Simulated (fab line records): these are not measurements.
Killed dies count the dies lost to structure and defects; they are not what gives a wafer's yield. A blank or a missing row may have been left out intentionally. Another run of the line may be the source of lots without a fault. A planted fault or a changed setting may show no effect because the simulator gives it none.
fab line records	flow n5Finfet
record lots=24	wafers=72	lastDay=18
route steps=1938 shown BEOL_M2@876 BEOL_M3@931
lots that met no fault: from a run of the same line without faults
startH: the number of hours between the record's first day and the start of the first shown wafer of the lot	waitH: how many hours have passed since the lot's step before this one	" as in the row above	L1.1+2: several wafers, shown together as one row	- value missing, or start not given	* or withheld: withheld	< > ~ a bound
route shown NAME@n: NAME is a module with steps in the file, n the number in the route of the first one	usual: mean/standard deviation of fault-free wafers	same: alike in all rows	chamber/n: place in a boat	sites: readings site by site	_std_site: their standard deviation	_edge_site: the outer-site mean with the inner-site mean subtracted	radiusMm: how far each site lies from the wafer's centre	mask NAME#n: copy n	behind: the last tool/chamber to shape the wafer	hold: reason for holding the lot/hours on hold/outcome of the hold	device: names the non-switching transistor (n, p or np)	end of line: tests of these same wafers at the route's end	for a step that has no rows: nothing shown but its recipe	killed: not the wafer's yield, but the dies lost to structure and defects at the first sort	map: a wafer's dies, marking killed ones x, the rest . and places with no die _
set.NAME: the setting that was run; set.NAME@STEP: the one run at that earlier step	model.NAME: the simulator's own value behind a step, which no gauge read
one table for each step of the route and one row for each wafer, over a sample of lots
services: the hour from which a tool's chamber was out of use, counted from the record's first day as startH (under 0 if before that day), plus the number of hours and why
## steps
# step N5_BEOL_M2_CD_MEAS_28
# recipe targetCdNm=26.2	landingEnergyEv=500	detector=seInlens	targetCdYNm=24.1	polarity=opening
# usual cdNm=26.20/0.23
lot.wafer	tool	chamber	startH	waitH	cdNm
L074.3	cdSem-02	0	160.88	-	25.85
L074.4	"	0	"	"	26.07
L074.5	"	0	"	"	26.54
L075.2	cdSem-02	0	165.19	-	25.92
L075.3	"	0	"	"	26.59
L075.5	"	0	"	"	26.22
L076.1	cdSem-02	0	165.82	-	26.18
L076.2	"	0	"	"	26.60
L076.4	"	0	"	"	26.26
L077.4	cdSem-01	0	166.36	-	26.22
L077.5	"	0	"	"	26.17
L077.6	"	0	"	"	26.07
L078.2	cdSem-03	0	173.72	-	26.26
L078.3	"	0	"	"	26.21
L078.6	"	0	"	"	25.99
L079.2	cdSem-03	0	173.99	-	26.33
L079.3	"	0	"	"	26.07
L079.4	"	0	"	"	25.94
L080.2	cdSem-03	0	174.17	-	25.93
L080.4	"	0	"	"	26.08
L080.5	"	0	"	"	26.64
L081.2	cdSem-01	0	176.99	-	26.32
L081.5	"	0	"	"	25.79
L081.6	"	0	"	"	26.15
L082.1	cdSem-03	0	179.35	-	25.97
L082.2	"	0	"	"	25.90
L082.6	"	0	"	"	26.33
L083.4	cdSem-01	0	189.09	-	26.18
L083.5	"	0	"	"	26.55
L083.6	"	0	"	"	26.02
L085.1	cdSem-03	0	214.55	-	26.19
L085.4	"	0	"	"	26.22
L085.5	"	0	"	"	26.53
L084.2	cdSem-03	0	215.09	-	26.06
L084.4	"	0	"	"	26.03
L084.6	"	0	"	"	26.19
L086.1	cdSem-03	0	224.39	-	26.26
L086.4	"	0	"	"	26.21
L086.6	"	0	"	"	26.59
L087.1	cdSem-03	0	225.30	-	25.86
L087.2	"	0	"	"	26.14
L087.3	"	0	"	"	26.04
L088.1	cdSem-03	0	227.25	-	25.91
L088.3	"	0	"	"	25.97
L088.4	"	0	"	"	26.03
L089.4	cdSem-02	0	231.01	-	25.90
L089.5	"	0	"	"	25.95
L089.6	"	0	"	"	25.81
L090.1	cdSem-02	0	236.90	-	26.50
L090.2	"	0	"	"	26.27
L090.3	"	0	"	"	26.16
L091.1	cdSem-01	0	237.65	-	26.22
L091.3	"	0	"	"	25.96
L091.6	"	0	"	"	26.58
L092.1	cdSem-03	0	244.06	-	26.34
L092.4	"	0	"	"	26.06
L092.5	"	0	"	"	26.38
L093.1	cdSem-03	0	248.44	-	26.18
L093.4	"	0	"	"	26.24
L093.6	"	0	"	"	26.65
L094.2	cdSem-01	0	264.56	-	26.47
L094.3	"	0	"	"	26.11
L094.6	"	0	"	"	26.03
L095.2	cdSem-02	0	274.39	-	25.83
L095.4	"	0	"	"	26.40
L095.5	"	0	"	"	26.10
L097.2	cdSem-03	0	281.18	-	26.26
L097.3	"	0	"	"	25.87
L097.5	"	0	"	"	26.32
L096.3	cdSem-01	0	288.10	-	26.03
L096.4	"	0	"	"	26.19
L096.6	"	0	"	"	26.34
# step N5_BEOL_M2_STRIP_36
# recipe chemistry=N2/H2	powerW=450	tempC=40	pressureMtorr=20	rfFrequencyHz=6e+07	overashFraction=0.3	biasPowerW=7	h2Frac=0.5	n2FlowSccm=200	h2FlowSccm=200
# usual drypumpMotorCurrentA=5.6/0.42	oesProductAu=0.81/0.082	rfVppV=59.2/1.4	showerheadPlenumPTorr=2.55/0.078	throttleValvePct=23.68/0.21
lot.wafer	tool	chamber	startH	waitH	drypumpMotorCurrentA	oesProductAu	rfHoursCounterH	rfVppV	showerheadPlenumPTorr	throttleValvePct
L074.3	rieDiel-05	0	164.27	0.0	5.7	0.81	92	57.5	2.58	23.53
L074.4	"	3	"	"	6.3	0.67	240	60.0	2.62	23.80
L074.5	"	3	"	"	6.3	0.68	-	60.1	2.62	23.80
L075.2	rieDiel-05	1	165.85	0.0	5.9	0.92	31	59.2	2.47	23.79
L075.3	"	0	"	"	5.7	0.81	92	57.7	2.58	23.53
L075.5	"	3	"	"	6.3	0.69	-	58.6	2.62	23.79
L076.1	rieDiel-05	2	167.58	0.0	5.8	0.88	44	61.4	2.47	23.61
L076.2	"	3	"	"	6.2	0.67	241	59.9	2.62	23.80
L076.4	"	0	"	"	5.7	0.78	93	57.4	2.58	23.53
L077.4	rieDiel-06	2	172.43	0.0	5.3	0.86	-	57.9	2.69	23.49
L077.5	"	1	"	"	6.1	0.70	-	61.1	2.40	23.86
L077.6	"	0	"	"	5.3	0.75	-	60.7	2.55	24.07
L078.2	rieDiel-01	0	174.98	0.0	5.4	0.87	63	57.7	2.56	23.39
L078.3	"	3	"	"	5.6	0.68	222	58.6	2.61	23.75
L078.6	"	1	"	"	6.1	0.84	-	59.6	2.55	23.57
L079.2	rieDiel-05	1	176.47	0.0	5.9	0.90	36	59.0	2.46	23.82
L079.3	"	2	"	"	5.8	0.88	48	58.2	2.47	23.62
L079.4	"	3	"	"	6.3	0.68	245	59.5	2.62	23.80
L080.2	rieDiel-01	3	177.70	0.0	5.6	0.69	223	59.2	2.61	23.77
L080.4	"	2	"	"	4.9	0.93	27	60.1	2.60	23.53
L080.5	"	0	"	"	5.4	0.86	-	59.0	2.56	23.39
L081.2	rieDiel-01	2	178.20	0.0	4.9	0.92	27	61.6	2.60	23.52
L081.5	"	0	"	"	5.4	0.87	-	57.6	2.56	23.40
L081.6	"	3	"	"	5.6	0.68	-	62.2	2.61	23.76
L082.1	rieDiel-06	0	183.05	0.0	5.3	0.73	160	58.5	2.55	24.10
L082.2	"	1	"	"	6.2	0.70	212	61.2	2.40	23.86
L082.6	"	2	"	"	5.3	0.86	-	58.8	2.68	23.52
L083.4	rieDiel-06	1	189.83	0.0	6.2	0.69	216	58.3	2.40	23.90
L083.5	"	3	"	"	5.2	0.97	-	59.6	2.59	23.50
L083.6	"	2	"	"	5.3	0.87	-	58.4	2.68	23.53
L085.1	rieDiel-06	3	222.52	0.0	5.1	0.93	10	58.4	2.59	23.51
L085.4	"	0	"	"	5.4	0.74	174	58.0	2.54	24.12
L085.5	"	0	"	"	5.4	0.74	-	60.5	2.54	24.14
L084.2	rieDiel-05	0	225.81	0.0	5.7	0.79	114	59.7	2.57	23.57
L084.4	"	1	"	"	5.9	0.87	53	56.8	2.46	23.81
L084.6	"	3	"	"	6.2	0.92	-	60.0	2.62	23.65
L086.1	rieDiel-01	3	229.01	0.0	5.6	0.67	241	58.5	2.60	23.83
L086.4	"	2	"	"	4.9	0.89	45	58.1	2.59	23.50
L086.6	"	0	"	"	5.4	0.83	-	60.5	2.55	23.38
L087.1	rieDiel-01	0	232.54	0.0	5.4	0.84	83	59.7	2.55	23.40
L087.2	"	2	"	"	4.9	0.89	46	59.7	2.59	23.55
L087.3	"	1	"	"	6.1	0.83	100	59.0	2.54	23.56
L088.1	rieDiel-06	0	232.84	0.0	5.3	0.73	178	59.9	2.54	24.11
L088.3	"	1	"	"	6.2	0.69	231	58.7	2.39	23.89
L088.4	"	0	"	"	5.4	0.73	-	56.1	2.54	24.13
L089.4	rieDiel-06	0	233.22	0.0	5.3	0.71	-	58.0	2.54	24.11
L089.5	"	2	"	"	5.3	0.85	-	58.9	2.68	23.55
L089.6	"	1	"	"	6.2	0.69	-	57.4	2.39	23.91
L091.1	rieDiel-01	2	240.92	0.0	4.9	0.88	49	59.2	2.59	23.53
L091.3	"	0	"	"	5.4	0.83	85	59.2	2.55	23.41
L091.6	"	1	"	"	6.1	0.83	-	61.2	2.54	23.57
L090.1	rieDiel-05	1	240.95	0.0	5.9	0.86	57	56.8	2.45	23.81
L090.2	"	0	"	"	5.8	0.79	118	56.6	2.57	23.56
L090.3	"	3	"	"	6.3	0.93	10	58.6	2.61	23.62
L093.1	rieDiel-05	2	249.82	0.0	5.8	0.83	72	57.2	2.46	23.64
L093.4	"	0	"	"	5.7	0.75	121	61.8	2.57	23.57
L093.6	"	1	"	"	5.8	0.86	-	57.7	2.45	23.82
L092.1	rieDiel-06	0	249.85	0.0	5.3	0.72	185	60.1	2.54	24.10
L092.4	"	1	"	"	6.2	0.69	238	62.0	2.39	23.91
L092.5	"	1	"	"	6.1	0.69	-	59.0	2.39	23.91
L094.2	rieDiel-06	1	273.55	0.0	6.2	0.68	246	58.0	2.39	23.94
L094.3	"	3	"	"	5.1	0.90	22	59.2	2.58	23.56
L094.6	"	2	"	"	5.2	0.83	-	61.4	2.67	23.57
L095.2	rieDiel-01	1	280.98	0.0	6.1	0.80	118	59.7	2.53	23.63
L095.4	"	1	"	"	6.1	0.80	-	58.4	2.53	23.57
L095.5	"	0	"	"	5.4	0.81	-	59.3	2.54	23.43
L097.2	rieDiel-01	2	285.12	0.0	4.9	0.87	66	58.4	2.58	23.56
L097.3	"	0	"	"	5.4	0.80	102	58.8	2.54	23.43
L097.5	"	1	"	"	6.1	0.79	-	58.1	2.53	23.63
L096.3	rieDiel-06	2	293.96	0.0	5.3	0.81	94	59.5	2.67	23.56
L096.4	"	3	"	"	5.1	0.88	-	59.0	2.58	23.57
L096.6	"	2	"	"	5.3	0.81	-	58.8	2.67	23.56
# step N5_BEOL_M2_CD_MEAS_35
# recipe targetCdNm=18	targetCdYNm=22.2	polarity=opening
# usual cdNm=18.0/0.43
lot.wafer	tool	chamber	startH	waitH	cdNm
L074.3	cdSem-03	-	164.61	0.0	17.7
L074.4	"	-	"	"	18.2
L074.5	"	-	"	"	17.6
L075.2	cdSem-01	-	166.20	0.0	18.3
L075.3	"	-	"	"	17.9
L075.5	"	-	"	"	18.8
L076.1	cdSem-02	-	167.93	0.0	18.6
L076.2	"	-	"	"	18.4
L076.4	"	-	"	"	17.9
L077.4	cdSem-02	-	172.76	0.0	18.4
L077.5	"	-	"	"	17.8
L077.6	"	-	"	"	17.9
L078.2	cdSem-02	-	175.33	0.0	18.2
L078.3	"	-	"	"	17.6
L078.6	"	-	"	"	18.1
L079.2	cdSem-02	-	176.82	0.0	18.0
L079.3	"	-	"	"	18.3
L079.4	"	-	"	"	18.6
L080.2	cdSem-01	-	178.06	0.0	16.9
L080.4	"	-	"	"	17.3
L080.5	"	-	"	"	17.7
L081.2	cdSem-02	-	178.56	0.0	17.9
L081.5	"	-	"	"	17.4
L081.6	"	-	"	"	17.7
L082.1	cdSem-01	-	183.51	0.0	17.6
L082.2	"	-	"	"	18.1
L082.6	"	-	"	"	17.7
L083.4	cdSem-01	-	190.19	0.0	18.2
L083.5	"	-	"	"	18.3
L083.6	"	-	"	"	18.0
L085.1	cdSem-03	-	222.86	0.0	18.7
L085.4	"	-	"	"	17.7
L085.5	"	-	"	"	17.8
L084.2	cdSem-03	-	226.16	0.0	18.7
L084.4	"	-	"	"	17.9
L084.6	"	-	"	"	18.1
L086.1	cdSem-03	-	229.36	0.0	18.3
L086.4	"	-	"	"	17.9
L086.6	"	-	"	"	18.7
L087.1	cdSem-01	-	232.89	0.0	17.8
L087.2	"	-	"	"	17.4
L087.3	"	-	"	"	17.3
L088.1	cdSem-03	-	233.18	0.0	18.0
L088.3	"	-	"	"	17.1
L088.4	"	-	"	"	17.9
L089.4	cdSem-03	-	233.55	0.0	18.5
L089.5	"	-	"	"	18.3
L089.6	"	-	"	"	18.3
L091.1	cdSem-02	-	241.26	0.0	18.6
L091.3	"	-	"	"	18.0
L091.6	"	-	"	"	18.0
L090.1	cdSem-02	-	241.30	0.0	17.8
L090.2	"	-	"	"	17.9
L090.3	"	-	"	"	18.0
L093.1	cdSem-03	-	250.17	0.0	18.0
L093.4	"	-	"	"	17.8
L093.6	"	-	"	"	17.7
L092.1	cdSem-01	-	250.20	0.0	18.5
L092.4	"	-	"	"	18.4
L092.5	"	-	"	"	18.4
L094.2	cdSem-03	-	273.90	0.0	18.0
L094.3	"	-	"	"	18.6
L094.6	"	-	"	"	18.6
L095.2	cdSem-03	-	281.34	0.0	18.1
L095.4	"	-	"	"	18.2
L095.5	"	-	"	"	18.1
L097.2	cdSem-03	-	285.47	0.0	17.7
L097.3	"	-	"	"	18.4
L097.5	"	-	"	"	17.5
L096.3	cdSem-03	-	294.31	0.0	18.4
L096.4	"	-	"	"	17.2
L096.6	"	-	"	"	17.3
# step N5_BEOL_M2_ANNEAL_49
# recipe tempC=400	timeS=240	ambient=vacuum
# usual heaterPowerW=790/53
lot.wafer	tool	chamber	startH	waitH	heaterPowerW
L074.3	pvdSputter-03	-	165.98	0.0	829
L074.4	"	-	"	"	793
L074.5	"	-	"	"	826
L075.2	pvdSputter-02	-	167.54	0.0	750
L075.3	"	-	"	"	716
L075.5	"	-	"	"	746
L076.1	pvdSputter-03	-	170.76	0.0	789
L076.2	"	-	"	"	739
L076.4	"	-	"	"	827
L077.4	pvdSputter-01	-	173.73	0.0	740
L077.5	"	-	"	"	832
L077.6	"	-	"	"	765
L078.2	pvdSputter-02	-	176.62	0.0	766
L078.3	"	-	"	"	712
L078.6	"	-	"	"	895
L079.2	pvdSputter-01	-	178.79	0.0	751
L079.3	"	-	"	"	841
L079.4	"	-	"	"	847
L080.2	pvdSputter-03	-	179.44	0.0	810
L080.4	"	-	"	"	780
L080.5	"	-	"	"	841
L081.2	pvdSputter-01	-	182.59	0.0	764
L081.5	"	-	"	"	835
L081.6	"	-	"	"	866
L082.1	pvdSputter-02	-	184.72	0.0	711
L082.2	"	-	"	"	758
L082.6	"	-	"	"	748
L083.4	pvdSputter-03	-	191.01	0.0	810
L083.5	"	-	"	"	753
L083.6	"	-	"	"	853
L085.1	pvdSputter-02	-	224.04	0.0	773
L085.4	"	-	"	"	749
L085.5	"	-	"	"	755
L084.2	pvdSputter-01	-	227.84	0.0	859
L084.4	"	-	"	"	826
L084.6	"	-	"	"	847
L086.1	pvdSputter-02	-	230.28	0.0	883
L086.4	"	-	"	"	720
L086.6	"	-	"	"	746
L087.1	pvdSputter-01	-	233.75	0.0	828
L087.2	"	-	"	"	768
L087.3	"	-	"	"	831
L088.1	pvdSputter-02	-	233.98	0.0	876
L088.3	"	-	"	"	787
L088.4	"	-	"	"	722
L089.4	pvdSputter-03	-	235.78	0.0	725
L089.5	"	-	"	"	824
L089.6	"	-	"	"	788
L091.1	pvdSputter-01	-	242.18	0.0	835
L091.3	"	-	"	"	830
L091.6	"	-	"	"	754
L090.1	pvdSputter-02	-	242.20	0.0	704
L090.2	"	-	"	"	879
L090.3	"	-	"	"	733
L093.1	pvdSputter-03	-	250.96	0.0	855
L093.4	"	-	"	"	828
L093.6	"	-	"	"	847
L092.1	pvdSputter-01	-	251.13	0.0	762
L092.4	"	-	"	"	763
L092.5	"	-	"	"	836
L094.2	pvdSputter-02	-	275.34	0.0	744
L094.3	"	-	"	"	776
L094.6	"	-	"	"	758
L095.2	pvdSputter-01	-	282.99	0.0	755
L095.4	"	-	"	"	840
L095.5	"	-	"	"	849
L097.2	pvdSputter-03	-	287.32	0.0	850
L097.3	"	-	"	"	812
L097.5	"	-	"	"	780
L096.3	pvdSputter-01	-	297.13	0.0	813
L096.4	"	-	"	"	835
L096.6	"	-	"	"	738
# step N5_BEOL_M2_SPUTTER_79
# recipe material=Cu	targetThkA=45	tempC=-20	chamberPressurePa=0.07	powerW=withheld	timeS=8.29
# usual chamberPressurePa=0.07001/0.00014	substrateTempC=-20.02/0.1	throttleValvePct=30.6/0.87
lot.wafer	tool	chamber	startH	waitH	chamberPressurePa	substrateTempC	throttleValvePct
L074.3	pvdSputter-03	-	166.12	0.1	0.06967	-19.98	31.7
L074.4	"	-	"	"	0.06979	-20.04	30.7
L074.5	"	-	"	"	0.06984	-20.09	32.0
L075.2	pvdSputter-02	-	167.68	0.1	0.06998	-19.87	32.5
L075.3	"	-	"	"	0.07005	-20.01	30.8
L075.5	"	-	"	"	0.07009	-19.99	29.6
L076.1	pvdSputter-03	-	170.90	0.1	0.07009	-20.04	30.7
L076.2	"	-	"	"	0.07009	-20.03	30.4
L076.4	"	-	"	"	0.07008	-19.92	31.9
L077.4	pvdSputter-01	-	173.87	0.1	0.07006	-19.80	30.5
L077.5	"	-	"	"	0.06987	-20.18	29.9
L077.6	"	-	"	"	0.07015	-20.07	29.6
L078.2	pvdSputter-02	-	176.76	0.1	0.0701	-19.98	32.7
L078.3	"	-	"	"	0.06999	-19.79	30.6
L078.6	"	-	"	"	0.07016	-19.84	31.5
L079.2	pvdSputter-01	-	178.93	0.1	0.07021	-20.04	30.3
L079.3	"	-	"	"	0.07004	-20.01	29.7
L079.4	"	-	"	"	0.06986	-19.88	30.4
L080.2	pvdSputter-03	-	179.58	0.1	0.07001	-20.07	31.9
L080.4	"	-	"	"	0.07019	-20.00	30.5
L080.5	"	-	"	"	0.06997	-20.16	31.9
L081.2	pvdSputter-01	-	182.73	0.1	0.06992	-20.16	29.6
L081.5	"	-	"	"	0.07001	-19.78	30.1
L081.6	"	-	"	"	0.07009	-20.15	29.9
L082.1	pvdSputter-02	-	184.86	0.1	0.06967	-20.02	30.6
L082.2	"	-	"	"	0.07008	-20.19	32.6
L082.6	"	-	"	"	0.07025	-20.00	29.5
L083.4	pvdSputter-03	-	191.15	0.1	0.07024	-19.99	31.9
L083.5	"	-	"	"	0.06994	-20.01	30.5
L083.6	"	-	"	"	0.07005	-20.08	31.5
L085.1	pvdSputter-02	-	224.18	0.1	0.07002	-19.99	32.6
L085.4	"	-	"	"	0.07003	-20.21	29.6
L085.5	"	-	"	"	0.06993	-20.04	29.5
L084.2	pvdSputter-01	-	227.98	0.1	0.0702	-19.85	29.6
L084.4	"	-	"	"	0.0702	-19.93	30.4
L084.6	"	-	"	"	0.07005	-20.09	29.8
L086.1	pvdSputter-02	-	230.42	0.1	0.06982	-20.06	31.5
L086.4	"	-	"	"	0.07013	-19.90	31.0
L086.6	"	-	"	"	0.06973	-20.04	29.5
L087.1	pvdSputter-01	-	233.89	0.1	0.07018	-20.11	29.8
L087.2	"	-	"	"	0.06993	-19.88	29.7
L087.3	"	-	"	"	0.06986	-19.98	30.4
L088.1	pvdSputter-02	-	234.12	0.1	0.06997	-20.13	31.1
L088.3	"	-	"	"	0.06984	-20.18	32.5
L088.4	"	-	"	"	0.06978	-20.15	30.8
L089.4	pvdSputter-03	-	235.92	0.1	0.06991	-19.94	30.3
L089.5	"	-	"	"	0.07026	-19.77	32.0
L089.6	"	-	"	"	0.07028	-19.96	30.9
L091.1	pvdSputter-01	-	242.32	0.1	0.07011	-20.04	30.2
L091.3	"	-	"	"	0.06995	-19.94	29.6
L091.6	"	-	"	"	0.07028	-19.99	29.7
L090.1	pvdSputter-02	-	242.34	0.1	0.06992	-20.04	30.9
L090.2	"	-	"	"	0.06995	-20.07	31.0
L090.3	"	-	"	"	0.07	-20.03	29.5
L093.1	pvdSputter-03	-	251.10	0.1	0.07025	-20.19	31.4
L093.4	"	-	"	"	0.07009	-20.00	31.9
L093.6	"	-	"	"	0.07018	-19.87	31.6
L092.1	pvdSputter-01	-	251.27	0.1	0.06991	-20.05	30.4
L092.4	"	-	"	"	0.07012	-20.14	29.5
L092.5	"	-	"	"	0.06987	-20.00	30.2
L094.2	pvdSputter-02	-	275.48	0.1	0.06996	-19.79	29.8
L094.3	"	-	"	"	0.07001	-19.95	32.5
L094.6	"	-	"	"	0.0699	-19.89	32.4
L095.2	pvdSputter-01	-	283.13	0.1	0.06995	-19.93	29.7
L095.4	"	-	"	"	0.07014	-20.24	30.3
L095.5	"	-	"	"	0.06998	-20.03	29.8
L097.2	pvdSputter-03	-	287.46	0.1	0.07009	-19.89	31.5
L097.3	"	-	"	"	0.06984	-20.16	31.9
L097.5	"	-	"	"	0.07013	-20.02	30.7
L096.3	pvdSputter-01	-	297.27	0.1	0.07007	-19.88	30.5
L096.4	"	-	"	"	0.0701	-20.00	29.5
L096.6	"	-	"	"	0.06993	-20.09	30.4
# step N5_BEOL_M3_ILD_DEP_00
# recipe material=SiOC	targetThkA=790	tempC=350	precursor=DEMS/O2	pressureTorr=5	rfW=500	timeS=15.3
# usual heaterPowerW=494/61	showerheadPlenumPTorr=5.696/0.018	throttleValvePct=11.8/0.67
lot.wafer	tool	chamber	startH	waitH	heaterPowerW	showerheadPlenumPTorr	throttleValvePct
L074.3	pecvd-01	2	169.11	0.0	582	5.682	12.1
L074.4	"	0	"	"	505	5.689	11.4
L074.5	"	2	"	"	581	5.672	12.2
L075.2	pecvd-03	1	170.35	0.0	490	5.719	12.3
L075.3	"	0	"	"	395	5.705	12.2
L075.5	"	0	"	"	396	5.707	12.2
L076.1	pecvd-03	1	173.55	0.0	495	5.710	12.1
L076.2	"	2	"	"	562	5.716	11.4
L076.4	"	1	"	"	491	5.708	11.6
L077.4	pecvd-01	0	176.66	0.1	485	5.688	11.4
L077.5	"	2	"	"	591	5.681	12.3
L077.6	"	1	"	"	447	5.656	13.2
L078.2	pecvd-04	1	179.41	0.0	505	5.728	12.0
L078.3	"	0	"	"	587	5.693	12.4
L078.6	"	1	"	"	512	5.721	11.5
L079.2	pecvd-04	2	181.58	0.0	422	5.719	10.4
L079.3	"	1	"	"	521	5.724	12.0
L079.4	"	0	"	"	576	5.678	12.3
L080.2	pecvd-01	0	182.23	0.0	527	5.674	11.6
L080.4	"	0	"	"	524	5.684	11.3
L080.5	"	2	"	"	631	5.690	12.2
L081.2	pecvd-03	2	185.45	0.0	573	5.711	11.5
L081.5	"	2	"	"	570	5.687	11.4
L081.6	"	0	"	"	401	5.689	12.0
L082.1	pecvd-03	0	187.51	0.0	433	5.701	12.2
L082.2	"	2	"	"	516	5.691	11.4
L082.6	"	2	"	"	522	5.681	11.0
L083.4	pecvd-01	0	194.38	0.1	511	5.673	11.7
L083.5	"	1	"	"	405	5.680	12.8
L083.6	"	2	"	"	586	5.688	12.1
L085.1	pecvd-03	0	226.86	0.0	468	5.706	12.3
L085.4	"	0	"	"	468	5.694	12.3
L085.5	"	1	"	"	425	5.708	12.1
L084.2	pecvd-04	0	230.64	0.0	539	5.698	12.2
L084.4	"	1	"	"	520	5.700	11.6
L084.6	"	0	"	"	531	5.702	12.5
L086.1	pecvd-04	0	233.51	0.0	565	5.703	12.6
L086.4	"	2	"	"	427	5.711	10.4
L086.6	"	1	"	"	535	5.715	11.9
L087.1	pecvd-01	2	236.63	0.0	545	5.685	11.2
L087.2	"	1	"	"	439	5.677	12.8
L087.3	"	0	"	"	479	5.683	11.3
L088.1	pecvd-03	1	236.86	0.0	518	5.717	12.3
L088.3	"	0	"	"	404	5.716	12.6
L088.4	"	0	"	"	401	5.726	12.1
L089.4	pecvd-04	0	238.97	0.1	517	5.703	12.5
L089.5	"	1	"	"	522	5.720	11.7
L089.6	"	2	"	"	410	5.696	10.6
L091.1	pecvd-04	2	244.98	0.0	480	5.705	10.6
L091.3	"	0	"	"	545	5.683	12.4
L091.6	"	1	"	"	527	5.732	11.6
L090.1	pecvd-04	0	245.15	0.0	565	5.701	12.4
L090.2	"	2	"	"	470	5.701	10.7
L090.3	"	1	"	"	508	5.731	11.6
L093.1	pecvd-01	0	253.75	0.0	490	5.678	11.6
L093.4	"	2	"	"	610	5.686	11.2
L093.6	"	0	"	"	487	5.689	11.6
L092.1	pecvd-01	1	253.92	0.0	472	5.665	12.9
L092.4	"	2	"	"	521	5.664	11.1
L092.5	"	1	"	"	476	5.660	13.0
L094.2	pecvd-03	1	278.14	0.0	442	5.714	12.1
L094.3	"	2	"	"	498	5.684	11.4
L094.6	"	1	"	"	451	5.730	12.1
L095.2	pecvd-04	2	286.07	0.0	447	5.717	10.8
L095.4	"	1	"	"	539	5.710	12.0
L095.5	"	0	"	"	571	5.708	12.5
L097.2	pecvd-04	1	290.11	0.0	549	5.708	11.6
L097.3	"	2	"	"	384	5.708	10.9
L097.5	"	0	"	"	560	5.683	12.3
L096.3	pecvd-03	2	299.93	0.0	509	5.710	11.3
L096.4	"	2	"	"	502	5.681	11.7
L096.6	"	1	"	"	456	5.715	12.1
## services
tool	chamber	startH	hours	kind
pecvd-04	-	144.83	28.1	pm
rieDiel-06	3	166.60	-	clean
rieDiel-06	3	166.60	-	consumableReplace:focusRing
pecvd-01	-	167.36	1.7	repair
pecvd-01	2	170.77	-	calibration
pecvd-03	1	184.01	5.0	scheduledDown
rieDiel-05	3	194.37	-	clean
rieDiel-05	3	194.37	-	consumableReplace:focusRing
pecvd-01	-	200.16	2.8	pm
rieDiel-06	3	225.92	16.6	repair
pecvd-01	-	258.95	5.1	repair
rieDiel-01	3	263.49	2.6	repair
rieDiel-01	3	266.36	-	clean
rieDiel-01	3	266.36	-	consumableReplace:focusRing
rieDiel-01	3	266.36	24.7	scheduledDown
rieDiel-01	3	266.36	24.7	ventCycle
rieDiel-06	1	287.58	-	clean
rieDiel-06	1	287.58	-	consumableReplace:focusRing
rieDiel-06	1	287.58	-	consumableReplace:showerhead
rieDiel-06	1	287.58	19.8	scheduledDown
rieDiel-06	1	287.58	19.8	ventCycle
pecvd-04	1	287.77	1.9	repair
rieDiel-05	-	290.15	2.6	repair
pecvd-04	2	296.36	2.1	scheduledDown
## key
fault none
